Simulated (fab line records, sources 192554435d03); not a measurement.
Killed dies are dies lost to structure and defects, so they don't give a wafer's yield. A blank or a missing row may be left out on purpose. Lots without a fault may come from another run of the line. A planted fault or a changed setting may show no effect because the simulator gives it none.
Chamber matching | flow n5_finfet | N5_HKMG_FIN_NWFM_ALD_20 on ald_metal-02: 4 sister chambers
The step deposits TiAlC, target thk 2 nm, pulse time 3 s, purge time 2 s. 4 wafers are shown with their chamber, then 8 later ones without.

WAFERS WITH THEIR CHAMBER
wafer  | chamber | heater_power_w (W)
L163.1 | 0       | 512
L163.2 | 3       | 499
L163.3 | 1       | 486
L164.1 | 2       | 443

WAFERS WITHOUT THEIR CHAMBER
wafer  | heater_power_w (W)
L164.3 | 482
L164.5 | 490
L165.1 | 509
L165.4 | 485
L165.5 | 498
L166.2 | 492
L166.3 | 476
L166.6 | 497

WHICH CHAMBER EACH WENT THROUGH
wafer  | from the rows above     | in truth
L164.3 | 1                       | 1
L164.5 | can't be placed: 1 or 3 | 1
L165.1 | can't be placed: 0 or 3 | 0
L165.4 | 1                       | 1
L165.5 | 3                       | 3
L166.2 | can't be placed: 1 or 3 | 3
L166.3 | 1                       | 1
L166.6 | can't be placed: 3 or 1 | 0
Placed correctly: 4 of 8. Can't be placed from these rows: 4 (the true chamber is among the candidates in 3). Placed wrongly: 0.
How it was worked out, from the rows above alone: a wafer's distance from a chamber is the root of the sum, over the readings, of the square of ((its reading less the chamber's mean) divided by the reading's scatter). The wafer belongs to the nearest chamber; if the next one is less than 2 further off, it can't be placed. A chamber's mean is the mean of its shown wafers. The scatter: with one shown wafer a chamber, the root of the mean of the squares of how far each hidden wafer lies from its nearest shown one.
